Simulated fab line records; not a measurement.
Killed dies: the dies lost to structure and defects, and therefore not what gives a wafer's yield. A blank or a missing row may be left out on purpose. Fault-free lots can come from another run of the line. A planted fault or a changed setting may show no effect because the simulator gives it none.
Matching of chambers || flow n5 finfet || N5_BEOL_M5_CO_CAP_78 on cvd co-02 has 3 sister chambers
The step material Co, precursor CCTBA/H2, target thk 2 nm, time 102.1 s. 6 wafers are shown with their chamber, then 8 later ones without.

== WAFERS, EACH WITH ITS CHAMBER ==
{"wafer": "L175.1", "chamber": 1, "heater power w (W)": 241}
{"wafer": "L175.4", "chamber": 0, "heater power w (W)": 273}
{"wafer": "L176.2", "chamber": 0, "heater power w (W)": 268}
{"wafer": "L176.3", "chamber": 1, "heater power w (W)": 248}
{"wafer": "L176.4", "chamber": 2, "heater power w (W)": 277}
{"wafer": "L181.1", "chamber": 2, "heater power w (W)": 270}

== WAFERS MISSING THEIR CHAMBER ==
{"wafer": "L181.3", "heater power w (W)": 268}
{"wafer": "L181.6", "heater power w (W)": 265}
{"wafer": "L189.2", "heater power w (W)": 280}
{"wafer": "L189.3", "heater power w (W)": 249}
{"wafer": "L189.6", "heater power w (W)": 277}
{"wafer": "L187.2", "heater power w (W)": 245}
{"wafer": "L187.4", "heater power w (W)": 241}
{"wafer": "L187.5", "heater power w (W)": 266}

== CHAMBER TAKEN BY EACH ==
{"wafer": "L181.3", "from the rows above": "can't be placed: 0 or 2", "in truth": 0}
{"wafer": "L181.6", "from the rows above": "can't be placed: 0 or 2", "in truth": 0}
{"wafer": "L189.2", "from the rows above": "can't be placed: 2 or 0", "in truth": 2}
{"wafer": "L189.3", "from the rows above": 1, "in truth": 1}
{"wafer": "L189.6", "from the rows above": "can't be placed: 2 or 0", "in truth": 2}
{"wafer": "L187.2", "from the rows above": 1, "in truth": 1}
{"wafer": "L187.4", "from the rows above": 1, "in truth": 1}
{"wafer": "L187.5", "from the rows above": "can't be placed: 0 or 2", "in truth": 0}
Correct placement for 3 of the 8. Not placeable from these rows: 5 (in 5, the candidates include the true chamber). Placed wrongly: 0.
How it was worked out, from the rows above alone: a wafer's distance from a chamber is the root of the sum, over the readings, of the square of ((its reading less the chamber's mean) divided by the reading's scatter). The wafer belongs to the nearest chamber; if the next one is less than 2 further off, it can't be placed. The mean given for a chamber averages the wafers shown for that chamber. The scatter: the root of (the sum of the squares of (reading less its chamber's mean) over the shown wafers, divided by (wafers less chambers)).
